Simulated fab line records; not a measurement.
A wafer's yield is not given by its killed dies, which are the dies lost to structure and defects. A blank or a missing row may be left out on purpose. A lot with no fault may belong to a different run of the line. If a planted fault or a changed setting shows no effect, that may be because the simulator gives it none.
2 desks looking at one fault :: flow n5_finfet :: numbers are kept per desk, each desk with only its own; the story behind them comes last

AT THE TOOL OWNER'S DESK: pecvd-01
The tool's own readings at N5_BEOL_M5_ILD_DEP_00 (deposits SiCOH lowk from DEMS/porogen, target thk 140.64 nm, time 25.9 s): means of the sampled wafers that have a number, for each lot that ran on this tool. Marked OUT: a lot whose mean sits more than 4 standard deviations from the usual mean, which makes it out of limits; the brackets give that distance.
Columns: A = chamber_pressure_Torr at N5_BEOL_M5_ILD_DEP_00, usual 4.998 Torr; B = heater_power_w at N5_BEOL_M5_ILD_DEP_00, usual 323 W; C = rf_fwd_power_W at N5_BEOL_M5_ILD_DEP_00, usual 494.6 W; D = showerhead_plenum_p_Torr at N5_BEOL_M5_ILD_DEP_00, usual 5.748 Torr; E = throttle_valve_pct at N5_BEOL_M5_ILD_DEP_00, usual 14.0 %
lot: L364
first seen here: day 8 08:11
A: 5.005
B: 297
C: 495.9
D: 5.748
E: 14.0

lot: L367
first seen here: day 9 02:19
A: 4.997
B: 330
C: 494.6
D: 5.756
E: 14.4

lot: L369
first seen here: day 9 08:55
A: 5.010
B: 322
C: 495.6
D: 5.757
E: 14.2

lot: L370
first seen here: day 9 17:47
A: 5.006
B: 342
C: 493.8
D: 5.768
E: 14.7

lot: L371
first seen here: day 10 02:11
A: 5.003
B: 291
C: 496.7
D: 5.739
E: 13.5

lot: L385
first seen here: day 13 23:43
A: 5.007
B: 310
C: 494.7
D: 5.745
E: 14.4
This desk's finding: nothing out of limits on any of the 6 lots.

METROLOGY DESK
Means of the sampled wafers that have a number, per lot and without regard to the tool the lot ran on: this is what the gauges read. Marked OUT: a lot whose mean sits more than 4 standard deviations from the usual mean, which makes it out of limits; the brackets give that distance.
Columns: A = M5_ILD_THK at N5_BEOL_M5_THK_MEAS_01, usual 120.8 nm
lot: L364
first seen here: day 8 08:45
A: 122.9

lot: L365
first seen here: day 8 11:27
A: 120.9

lot: L367
first seen here: day 9 02:53
A: 120.1

lot: L368
first seen here: day 9 04:53
A: 119.9

lot: L369
first seen here: day 9 09:40
A: 119.3

lot: L370
first seen here: day 9 18:21
A: 112.9 (-5.0) OUT

lot: L371
first seen here: day 10 02:46
A: 112.7 (-5.0) OUT

lot: L378
first seen here: day 12 02:33
A: 120.0

lot: L384
first seen here: day 13 08:25
A: 123.0

lot: L385
first seen here: day 14 00:17
A: 120.7

lot: L386
first seen here: day 14 03:18
A: 121.6
Finding of this desk: L370, L371 out of limits, first seen on L370 at day 9 18:21 (M5_ILD_THK at N5_BEOL_M5_THK_MEAS_01). In limits: L364, L365, L367, L368, L369, L378, L384, L385, L386.

ALL TOGETHER
On L370, L371, the metrology desk was in a position to raise an alarm at day 9 18:21.
The desk of the tool owner found nothing out of limits.
On record at the tool owner's desk: L370, L371, within its limits.
On pecvd-01, each named lot ran N5_BEOL_M5_ILD_DEP_00.

WHAT THE SIMULATOR HAD INSERTED
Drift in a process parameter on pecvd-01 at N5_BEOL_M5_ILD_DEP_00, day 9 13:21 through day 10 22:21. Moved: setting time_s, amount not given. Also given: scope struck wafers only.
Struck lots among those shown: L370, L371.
Per desk, hours elapsed from the start of the fault to the first reading out of limits: for the metrology desk, 5.
